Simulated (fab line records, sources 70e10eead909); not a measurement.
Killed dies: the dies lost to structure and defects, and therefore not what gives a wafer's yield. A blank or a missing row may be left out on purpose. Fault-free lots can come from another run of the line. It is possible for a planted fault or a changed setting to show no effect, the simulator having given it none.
fab line records	flow nand-harc
record lots=13	wafers=38	last-day=24
route steps=1159 shown A_SGD_CUT@777 A_SLIT@790 A_WL_FILL@809
lots that met no fault: from a run of the same line without faults
start-h: hours from the record's opening day to when the first of the lot's shown wafers began	wait-h: hours since the lot's step before	" as in the row above	L1.1+2: a single row standing in for several wafers	- value missing, or start not given	* or withheld: withheld	< > ~ a bound
route shown NAME@n: a module of which the file shows steps, and the number in the route of the first	usual: mean/standard deviation of fault-free wafers	same: alike in all rows	chamber/n: place in a boat	sites: each site's reading	_std_site: standard deviation of those values	_edge_site: the outer-site mean with the inner-site mean subtracted	radius-mm: how far each site lies from the wafer's centre	mask NAME#n: copy n	behind: the last tool/chamber to shape the wafer	hold: cause of the lot's hold/its duration in hours/its outcome	device: transistor that didn't switch, given as n, p or np	end of line: the tests these same wafers got at the end of their route	a step without rows: its recipe alone	killed: dies that structure and defects cost at the first sort, which is not the same as the wafer's yield	map: a wafer's dies, marking killed ones x, the rest . and places with no die _
set.NAME: the run value of the setting; set.NAME@STEP: its run value at that earlier step	model.NAME: the simulator's own value behind a step, which no gauge read
steps of the route over a sample of lots; a table a step, a row a wafer
services: from which hour (start-h, from the record's first day; less than 0 if before it) a tool's chamber was out of use, for how many hours, and why
## steps
# step NHARC_A_SGD_CUT_STRIP_28
# recipe time-s=20	o2-flow-sccm=500	ar-flow-sccm=0	bias-w=0	chemistry=O2
# usual drypump-motor-current-A=5.5/0.36	mfc-ar-sccm=0.011/0.014	oes-product-au=0.999/0.0075	rf-vpp-V=57.9/0.9	showerhead-plenum-p-Torr=3.53/0.14	throttle-valve-pct=17.036/0.0093
lot.wafer	tool	chamber	start-h	wait-h	drypump-motor-current-A	mfc-ar-sccm	oes-product-au	rf-hours-counter-h	rf-vpp-V	showerhead-plenum-p-Torr	throttle-valve-pct
L609.4	rie-diel-09	2	-	-	5.9	0	0.995	4	57.0	3.45	17.044
L609.3	"	3	"	"	5.5	0	0.997	4	56.1	3.48	17.046
L609.5	"	0	"	"	5.7	0.021	1.004	-	58.0	3.68	17.029
L608.2	rie-diel-08	2	315.69	0.2	5.5	0	1.003	0	59.2	3.67	17.035
L608.6	"	3	"	"	5.1	0.036	1.008	-	57.6	3.33	17.023
L608.5	"	2	"	"	5.5	0	1.001	-	59.6	3.67	17.032
L610.1	rie-diel-09	3	-	-	5.5	0	0.996	5	57.5	3.48	17.036
L610.2	"	1	"	"	5.3	0.035	0.989	4	58.6	3.54	17.044
L610.5	"	2	"	"	5.9	0	0.986	-	57.4	3.45	17.030
L611.3	rie-diel-11	2	328.42	0.1	6.2	0	0.998	12	58.7	3.56	17.029
L611.1	"	3	"	"	5.3	0.017	0.993	12	57.5	3.70	17.029
L611.4	"	3	"	"	5.3	0.017	0.992	-	57.7	3.70	17.034
L613.2	rie-diel-11	2	-	-	6.2	0	0.990	15	58.0	3.56	17.021
L613.6	"	2	"	"	6.2	0	0.987	-	58.5	3.56	17.045
L613.5	"	3	"	"	5.3	0.017	0.997	-	58.1	3.70	17.029
L614.4	rie-diel-09	3	-	-	5.4	0	0.987	6	57.8	3.48	17.042
L614.3	"	0	"	"	5.7	0.021	0.997	6	58.4	3.68	17.040
L614.5	"	2	"	"	5.9	0	0.989	-	57.5	3.45	17.029
L615.1	rie-diel-09	3	-	-	5.5	0	0.997	8	58.4	3.48	17.040
L615.5	"	1	"	"	5.3	0.035	0.989	-	57.8	3.54	17.032
L618.4	rie-diel-09	0	-	-	5.7	0.021	1.006	8	56.4	3.67	17.037
L618.2	"	2	"	"	5.9	0	1.004	8	57.3	3.45	17.036
L618.5	"	1	"	"	5.3	0.035	1.008	-	57.9	3.54	17.025
L628.4	rie-diel-11	1	-	-	5.3	0	1.008	7	58.1	3.67	17.050
L628.1	"	2	"	"	6.2	0	1.009	7	59.4	3.56	17.034
L628.5	"	1	"	"	5.3	0	1.007	-	57.9	3.67	17.029
L629.2	rie-diel-08	0	-	-	4.9	0	0.995	16	57.5	3.28	17.032
L629.3	"	1	"	"	5.8	0	0.999	14	57.7	3.33	17.031
L629.6	"	1	"	"	5.9	0	1.006	-	56.6	3.33	17.030
L626.3	rie-diel-09	1	-	-	5.3	0.035	0.997	0	56.7	3.54	17.048
L626.1	"	3	"	"	5.4	0	1.006	0	58.0	3.48	17.037
L626.6	"	1	"	"	5.3	0.035	1.004	-	58.7	3.54	17.039
L630.3	rie-diel-11	1	449.35	0.2	5.3	0	1.008	8	58.5	3.67	17.049
L630.2	"	2	"	"	6.2	0	1.003	8	58.5	3.56	17.033
L630.4	"	1	"	"	5.3	0	1.004	-	58.2	3.67	17.042
L631.4	rie-diel-09	1	-	-	5.3	0.035	0.989	1	58.1	3.53	17.026
L631.2	"	2	"	"	5.9	0	1.004	1	57.0	3.44	17.036
L631.1	"	3	"	"	5.4	0	1.007	1	56.5	3.48	17.044
# step NHARC_A_SLIT_CD_MEAS_09
# recipe target-cd-nm=300	landing-energy-ev=500
# usual cd-nm=299.9/0.45
lot.wafer	tool	chamber	start-h	wait-h	cd-nm
L608.2	cd-sem-02	0	318.87	-	299.8
L608.5	"	0	"	"	299.6
L608.6	"	0	"	"	299.3
L609.3	cd-sem-01	0	319.03	-	300.0
L609.4	"	0	"	"	300.7
L609.5	"	0	"	"	300.3
L610.1	cd-sem-01	0	331.82	-	299.9
L610.2	"	0	"	"	299.9
L610.5	"	0	"	"	299.9
L611.1	cd-sem-01	0	332.42	-	299.8
L611.3	"	0	"	"	299.7
L611.4	"	0	"	"	300.3
L614.3	cd-sem-02	0	360.68	-	300.6
L614.4	"	0	"	"	301.0
L614.5	"	0	"	"	301.0
L613.2	cd-sem-03	0	362.05	-	300.4
L613.5	"	0	"	"	300.0
L613.6	"	0	"	"	299.9
L615.1	cd-sem-01	0	374.39	-	299.5
L615.5	"	0	"	"	299.8
L618.2	cd-sem-02	0	387.97	-	299.5
L618.4	"	0	"	"	299.7
L618.5	"	0	"	"	299.9
L628.1	cd-sem-01	0	444.89	-	300.0
L628.4	"	0	"	"	299.9
L628.5	"	0	"	"	299.3
L629.2	cd-sem-02	0	446.08	-	300.0
L629.3	"	0	"	"	299.7
L629.6	"	0	"	"	299.9
L626.1	cd-sem-01	0	446.93	-	300.0
L626.3	"	0	"	"	300.1
L626.6	"	0	"	"	299.9
L630.2	cd-sem-02	0	453.83	-	299.7
L630.3	"	0	"	"	300.3
L630.4	"	0	"	"	300.3
L631.1	cd-sem-01	0	463.45	-	300.4
L631.2	"	0	"	"	300.1
L631.4	"	0	"	"	299.8
# step NHARC_A_SLIT_ETCH_24
# recipe target-depth-a=1210	time-s=60.5	cf4-flow-sccm=100	chf3-flow-sccm=30	ar-flow-sccm=0	rf-w=500	bias-w=200	chemistry=CF4/CHF3
# usual drypump-motor-current-A=5.4/0.58	mfc-ar-sccm=0.007/0.011	oes-product-au=0.954/0.019	rf-vpp-V=371.3/1.5	showerhead-plenum-p-Torr=1.59/0.041	throttle-valve-pct=16.804/0.01
lot.wafer	tool	chamber	start-h	wait-h	drypump-motor-current-A	mfc-ar-sccm	oes-product-au	rf-hours-counter-h	rf-vpp-V	showerhead-plenum-p-Torr	throttle-valve-pct
L608.2	rie-diel-06	2	319.15	0.1	4.7	0.021	0.950	5	372.5	1.63	16.811
L608.6	"	1	"	"	4.8	0	0.958	-	370.3	1.56	16.815
L608.5	"	2	"	"	4.7	0.021	0.960	-	370.4	1.63	16.801
L609.3	rie-diel-07	0	319.29	0.1	5.5	0.013	0.974	7	368.8	1.53	16.794
L609.4	"	3	"	"	4.9	0	0.955	7	373.5	1.64	16.796
L609.5	"	1	"	"	5.6	0	0.961	-	373.5	1.65	16.797
L610.2	rie-diel-06	2	332.09	0.1	4.7	0.021	0.977	6	373.0	1.63	16.811
L610.1	"	1	"	"	4.8	0	0.976	6	369.6	1.56	16.803
L610.5	"	3	"	"	6.7	0.000	0.969	-	373.0	1.64	16.815
L611.1	rie-diel-01	1	332.69	0.1	5.3	0	0.956	0	369.7	1.53	16.783
L611.3	"	2	"	"	4.9	0	0.965	0	370.0	1.60	16.799
L611.4	"	0	"	"	5.6	0	0.988	1	371.7	1.60	16.812
L614.4	rie-diel-06	2	360.95	0.1	4.7	0.021	0.972	8	372.5	1.63	16.818
L614.3	"	0	"	"	6.3	0.040	0.947	6	371.8	1.56	16.811
L614.5	"	2	"	"	4.7	0.021	0.965	-	372.3	1.63	16.809
L613.2	rie-diel-07	1	362.32	0.1	5.6	0	0.942	9	373.0	1.65	16.817
L613.5	"	1	"	"	5.6	0	0.938	-	373.4	1.65	16.802
L613.6	"	2	"	"	5.4	0.009	0.951	-	370.5	1.57	16.805
L615.1	rie-diel-06	0	374.68	0.1	6.3	0.040	0.937	7	370.5	1.56	16.788
L615.5	"	2	"	"	4.7	0.021	0.939	-	373.9	1.63	16.792
L618.2	rie-diel-07	1	388.24	0.1	5.6	0	0.955	11	371.9	1.65	16.807
L618.4	"	2	"	"	5.4	0.009	0.939	11	369.8	1.57	16.799
L618.5	"	1	"	"	5.6	0	0.940	-	373.2	1.65	16.806
L628.1	rie-diel-07	0	445.16	0.1	5.5	0.013	0.954	3	369.0	1.53	16.800
L628.4	"	2	"	"	5.4	0.009	0.958	3	371.1	1.57	16.812
L628.5	"	3	"	"	4.9	0	0.949	-	373.9	1.64	16.807
L629.2	rie-diel-06	1	446.35	0.1	4.9	0	0.951	2	371.0	1.56	16.819
L629.3	"	0	"	"	6.3	0.040	0.955	2	370.0	1.56	16.827
L629.6	"	2	"	"	4.7	0.021	0.993	-	372.9	1.62	16.788
L626.3	rie-diel-07	2	447.22	0.1	5.4	0.009	0.957	3	368.8	1.57	16.793
L626.1	"	3	"	"	4.9	0	0.952	3	371.1	1.64	16.800
L626.6	"	0	"	"	5.5	0.013	0.964	-	369.9	1.53	16.799
L630.3	rie-diel-07	3	454.09	0.1	4.9	0	0.974	4	372.7	1.64	16.814
L630.4	"	1	"	"	5.6	0	0.956	1	373.5	1.65	16.800
L630.2	"	2	"	"	5.4	0.009	0.977	4	371.1	1.57	16.811
L631.1	rie-diel-07	2	463.74	0.1	5.4	0.009	0.922	5	370.4	1.57	16.804
L631.2	"	0	"	"	5.5	0.013	0.915	4	368.6	1.53	16.808
L631.4	"	0	"	"	5.5	0.013	0.915	-	368.4	1.53	16.816
# step NHARC_A_WL_FILL_ALD_00
# recipe target-thk-a=30	pulse-time-s=3	ald-cycles=30	temp-c=300	material=Al2O3
# usual ald-cycles=30/0	heater-power-w=474/63	precursor-pulse-height-rel=1.002/0.02
lot.wafer	tool	chamber	start-h	wait-h	ald-cycles	heater-power-w	precursor-pulse-height-rel
L608.2	ald-hk-01	0	333.89	0.1	30	476	1.018
L608.5	"	1	"	"	30	490	1.012
L608.6	"	2	"	"	30	453	1.031
L609.4	ald-hk-01	3	333.97	0.2	30	419	1.009
L609.3	"	0	"	"	30	485	1.016
L609.5	"	0	"	"	30	476	1.014
L611.4	ald-hk-02	0	343.14	0.1	30	404	1.003
L611.3	"	1	"	"	30	460	1.007
L611.1	"	2	"	"	30	510	0.954
L610.1	ald-hk-01	2	343.24	0.2	30	438	1.025
L610.2	"	0	"	"	30	478	1.003
L610.5	"	2	"	"	30	440	1.006
L614.3	ald-hk-03	3	372.01	0.1	30	415	1.029
L614.4	"	2	"	"	30	464	0.974
L614.5	"	0	"	"	30	509	0.960
L613.2	ald-hk-03	2	372.42	0.4	30	445	0.999
L613.6	"	3	"	"	40	425	0.968
L613.5	"	0	"	"	40	499	1.013
L615.1	ald-hk-03	3	388.73	0.1	30	418	0.985
L615.5	"	0	"	"	40	497	1.024
L618.4	ald-hk-01	0	399.48	0.1	30	489	0.987
L618.2	"	1	"	"	30	488	1.022
L618.5	"	0	"	"	30	483	1.014
L626.1	ald-hk-02	3	456.29	0.1	30	415	0.981
L626.3	"	1	"	"	30	462	1.034
L626.6	"	0	"	"	30	396	0.993
L628.4	ald-hk-03	1	456.35	0.1	30	612	0.996
L628.1	"	2	"	"	30	448	0.995
L628.5	"	0	"	"	30	499	0.979
L629.2	ald-hk-02	2	456.45	0.2	30	516	1.029
L629.3	"	0	"	"	30	404	1.014
L629.6	"	2	"	"	30	508	0.996
L630.2	ald-hk-03	2	465.18	0.1	30	446	0.986
L630.4	"	3	"	"	30	430	0.983
L630.3	"	0	"	"	30	508	1.038
L631.4	ald-hk-03	2	474.96	0.1	30	458	0.988
L631.2	"	3	"	"	30	425	1.013
L631.1	"	1	"	"	30	632	1.014
## services
tool	chamber	start-h	hours	kind
rie-diel-11	0	295.40	8.9	repair
ald-hk-01	-	296.17	1.6	repair
rie-diel-08	-	301.80	9.0	pm
rie-diel-08	1	311.07	6.2	repair
rie-diel-01	-	314.80	9.0	pm
rie-diel-11	1	320.71	9.6	repair
rie-diel-01	3	325.18	3.7	repair
rie-diel-08	-	358.34	0.5	repair
rie-diel-11	-	366.52	9.0	pm
rie-diel-11	1	390.37	3.6	repair
rie-diel-09	1	390.52	4.8	repair
rie-diel-11	0	392.55	7.3	repair
rie-diel-09	-	397.21	0.3	repair
rie-diel-01	0	401.18	2.2	repair
rie-diel-07	-	405.46	9.0	pm
ald-hk-01	-	410.37	10.0	pm
rie-diel-08	1	414.31	14.9	repair
rie-diel-07	1	417.59	13.4	repair
rie-diel-06	-	418.47	9.0	pm
rie-diel-09	-	431.38	9.0	pm
rie-diel-07	1	446.44	3.4	repair
rie-diel-11	0	447.10	4.2	repair
rie-diel-07	1	462.03	5.3	repair
ald-hk-02	-	462.41	10.0	pm
## key
first-sign step=NHARC_A_WL_FILL_ALD_00	reading=ald-cycles	direction=up	sigmas=99+	usual=30	struck=40
effect none on later readings
met-at NHARC_A_WL_FILL_ALD_00
struck-lots L613,L615
struck-wafers L613.5,L613.6,L615.5
later-rows-left-out L613.5,L613.6,L615.5
sort-left-out L613.5,L613.6,L615.5
tester-left-out L613,L615
not-acting-at NHARC_A_SGD_CUT_STRIP_28,NHARC_A_SLIT_CD_MEAS_09,NHARC_A_SLIT_ETCH_24
onset-between 372.01 372.42
fault kind=process-parameter-drift	tool=ald-hk-03	chamber=-	onset-h=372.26	steps=NHARC_A_WL_FILL_ALD_00	channel=ald-cycles	offset=10	shape=step	end-h=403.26	scope=struck-wafers-only	acts-in=these-recipes-only	stated=30
# tester-left-out: of these lots the tester's yield and bins aren't shown, on N5 and GAA mostly nor the transistor test; their killed dies are dies lost to structure and defects alone, not to doping, threshold or leakage, so they don't give the yield
# sort-left-out: the simulated sort isn't trusted on such a fault, so these wafers' sort isn't shown, and their yield isn't known
# later-rows-left-out: the simulator's readings of these wafers behind a module that went badly wrong aren't trusted and aren't shown, but for the sort
